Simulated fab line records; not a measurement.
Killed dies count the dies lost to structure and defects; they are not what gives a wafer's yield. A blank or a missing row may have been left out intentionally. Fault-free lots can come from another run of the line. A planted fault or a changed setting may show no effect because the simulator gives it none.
A struck lot beside a sound one -- flow n5_finfet -- 14 out of 1938 route steps
Sound: the wafers L832.4, L832.5, L832.6. Wafers struck: L842.2, L842.5. Last of all comes the cause.
Per side, at each step with rows, come the tool, then ch with its chambers, and then its first start. Under that, the readings that differ: sound wafers -- struck wafers -- difference of the means -- sigmas: that difference in standard deviations of wafers without a fault.
alike: same words and numbers on both sides, and readings whose means sit less than 2 such deviations apart. not compared: any withheld reading, any reading some wafer has no value for, any bound like >300 that may hide the same value, and any number with overlapping values for which the record gives no deviation.
The two part at a step that has a row with sigmas, a row that says differs or no value, or rows on one side only. Numbers that don't overlap but have no deviation are shown without sigmas and don't part them. A reading that every wafer of one side lacks parts them only if that side has two wafers or more.

first, 5 steps without rows for these wafers: N5_PASSIVATION_SOFTBAKE_05 (time 90 s); N5_PASSIVATION_EXPOSE_07 (exposes mask TV, defocus 0 nm, target cd 3000 nm); N5_PASSIVATION_PEB_08; N5_PASSIVATION_DEVELOP_09 (develop time 60 s); N5_PASSIVATION_HARDBAKE_11 (time 120 s).
N5_PASSIVATION_CD_MEAS_10 targets a cd of 3000 nm.
  sound on cd_sem-03 ch 0, day 13 01:04; struck on cd_sem-01 ch 0, day 15 13:04
  alike: cd_nm
N5_PASSIVATION_OVL_MEAS_60:
  sound on overlay-01 ch 0, day 13 01:05; struck on overlay-02 ch 0, day 15 13:05
  alike: TV_OVL
N5_PASSIVATION_INSPECT_61: inspects for defects (macro).
  struck on defect_inspect-02, day 15 13:07; sound on defect_inspect-02, day 13 01:07
  alike: raw_defect_count
N5_PASSIVATION_DESCUM_12: chemistry O2, time 7.9 s.
  sound on rie_diel-03 ch 0,1,2, day 13 01:16; struck on rie_diel-05 ch 2,3, day 15 13:09
  alike: drypump_motor_current_A, oes_product_au, rf_vpp_V, showerhead_plenum_p_Torr, throttle_valve_pct
  not compared: rf_hours_counter_h
N5_PASSIVATION_PASS_ETCH_74: etches SiNx in CF4/O2, target depth 220 nm, time 110 s.
  sound on rie_diel-03 ch 0,1,2, day 13 01:20; struck on rie_diel-05 ch 2,3, day 15 13:13
  alike: drypump_motor_current_A, oes_product_au, rf_vpp_V, showerhead_plenum_p_Torr, throttle_valve_pct
  not compared: rf_hours_counter_h
N5_PASSIVATION_VIA_ETCH_13: etches SiO2 in CHF3/O2, target depth 660 nm, time 330 s.
  sound on rie_diel-03 ch 0,1,2, day 13 01:26; struck on rie_diel-05 ch 2,3, day 15 13:19
  alike: drypump_motor_current_A, etch_rf_on_time_s, oes_product_au, rf_vpp_V, showerhead_plenum_p_Torr, throttle_valve_pct
  not compared: rf_hours_counter_h
N5_PASSIVATION_STRIP_14: strips in O2.
  sound on rie_diel-03 ch 0,1,2, day 13 01:37; struck on rie_diel-05 ch 2,3, day 15 13:30
  alike: drypump_motor_current_A, oes_product_au, rf_vpp_V, showerhead_plenum_p_Torr, throttle_valve_pct
  not compared: rf_hours_counter_h
N5_PASSIVATION_ETCH_15: etches SiCN in CF4/N2, target depth 75 nm, time 81.2 s.
  sound on rie_diel-03 ch 0,1,2, day 13 01:40; struck on rie_diel-05 ch 2,3, day 15 13:32
reading,sound,struck,difference,sigmas
model.etch.depth_nm (nm),64.23 64.98 66.08,70.99 72.38,+6.59,
  alike: drypump_motor_current_A, oes_product_au, rf_vpp_V, showerhead_plenum_p_Torr, throttle_valve_pct
  not compared: rf_hours_counter_h
then, 1 step without rows for these wafers: N5_PASSIVATION_STRIP_73 (strips in post etch residue remover, time 60 s).

## WHERE THEY PART
Nowhere in this record.

WHY: the cause the simulator had injected
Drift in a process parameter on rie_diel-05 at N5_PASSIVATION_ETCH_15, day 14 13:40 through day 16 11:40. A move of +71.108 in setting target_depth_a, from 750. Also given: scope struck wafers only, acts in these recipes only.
